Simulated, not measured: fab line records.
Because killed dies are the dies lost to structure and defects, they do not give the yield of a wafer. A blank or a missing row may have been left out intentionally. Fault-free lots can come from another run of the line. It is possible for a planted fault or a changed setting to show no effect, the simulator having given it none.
Problem report in the 8D (eight disciplines) form, filled by code + flow n5 finfet + the parts of the form that need people (team, actions taken, sign-off) are left out

== 1. THE ISSUE ==
Wafers without a fault read 14, standard deviation 5; killed_at_M4_up at N5_PASSIVATION_PROBE_49 reads a mean of 110 on 2 wafers belonging to 2 lots. Relative to the usual mean, that is a shift of +19 standard deviations.
Seen first at day 19 06:02 on prober-02, wafer L322.1. At this step, 6 wafers from 2 lots have a number in the record. By rule, "out" or "out of limits" means more than 4 standard deviations away from the usual mean. All remaining wafers that have a number are taken as sound.

== 2. WHAT IT IS AND WHAT IT IS NOT ==
| question                    | is                                                                                                   | is not                                                                                                                     |
|-----------------------------|------------------------------------------------------------------------------------------------------|----------------------------------------------------------------------------------------------------------------------------|
| which readings at this step | killed_at_M4_up, defect limited yield, killed dies, sort_bin_5_function, sort n pass, sort yield pct | killed_at_M0_to_M3, killed at contacts, killed at front end, killed at other, killed open, killed short, sort_bin_6_memory |
| which lots                  | L322, L324                                                                                           | -                                                                                                                          |
| which wafers of those lots  | L322.1, L324.5                                                                                       | L322.2, L322.5, L324.1, L324.4                                                                                             |
| read on which tools         | prober-02                                                                                            | -                                                                                                                          |
| when                        | from day 19 06:02                                                                                    | up to then (0 sound wafers); but 4 sound wafers of L322, L324 came after                                                   |

== 3. SUSPECTS, AND WHAT RULES EACH OUT ==
Counting: if a tool at a process step up to the reading ran every lot that is out, it stays a suspect. Sound lots after the first of them don't rule it out here, since some wafers of a struck lot are sound.
- pvd sputter-01 at N5_BEOL_M4_SPUTTER_79 (material Cu, target thk 4.5 nm, time 8.29 s): kept. It ran every lot that is out, first L322 (day 14 09:05).
- prober-02 at N5_PASSIVATION_PROBE_49: kept. It ran every lot that is out, first L322 (day 19 06:02). Its own defect limited yield, killed_at_M4_up, killed dies, sort_bin_5_function, sort n pass, sort yield pct readings are out on those wafers.
The count leaves prober-02 at N5_PASSIVATION_PROBE_49 and pvd sputter-01 at N5_BEOL_M4_SPUTTER_79.

== 4. THE CAUSE (what the simulator had put in) ==
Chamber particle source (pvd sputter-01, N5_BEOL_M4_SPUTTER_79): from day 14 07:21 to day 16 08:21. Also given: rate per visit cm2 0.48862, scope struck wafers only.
Of the 2 suspects that counting leaves, this tool is one.

== 5. THE CHAIN OF EFFECTS, in route order ==
Rows list readings where the struck wafers' mean (over those with a number) sits beyond 3 standard deviations from the usual. Only readings whose record carries a usual standard deviation are examined. hours: median over the lots of the time between each lot's start at the first step of this table that gives one and its start at this step. sigmas: the change, counted in usual standard deviations.
| hours | step                    | reading              | usual  | on struck wafers | change | sigmas |
|-------|-------------------------|----------------------|--------|------------------|--------|--------|
| 0     | N5_PASSIVATION_PROBE_49 | defect limited yield | 91.2 % | 83.9             | -7.3   | -5.6   |
| 0     | N5_PASSIVATION_PROBE_49 | killed_at_M4_up      | 14     | 110              | +96    | +19    |
| 0     | N5_PASSIVATION_PROBE_49 | killed dies          | 104    | 190              | +86    | +5.8   |
| 0     | N5_PASSIVATION_PROBE_49 | sort_bin_5_function  | 5.2 %  | 10.6             | +5.4   | +6.2   |
| 0     | N5_PASSIVATION_PROBE_49 | sort n pass          | 1076   | 990              | -86    | -5.8   |
| 0     | N5_PASSIVATION_PROBE_49 | sort yield pct       | 91.2 % | 83.9             | -7.3   | -5.6   |
Here are the process steps it includes:
- N5_PASSIVATION_PROBE_49

== 6. HOW IT WOULD HAVE BEEN CAUGHT EARLIER ==
In this record no reading fell out of limits until day 19 06:02, 119 hours after the fault had begun at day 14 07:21.
An alarm limit of 4 standard deviations would not have fired on the tool readings at N5_BEOL_M4_SPUTTER_79 for which the record gives a usual standard deviation, since none of them was out on any struck wafer.
The start of N5_BEOL_M4_SPUTTER_79 on pvd sputter-01 came by day 19 06:02 for every one of the lots that are out (2). Tool hold at that time: it would have spared none of them.
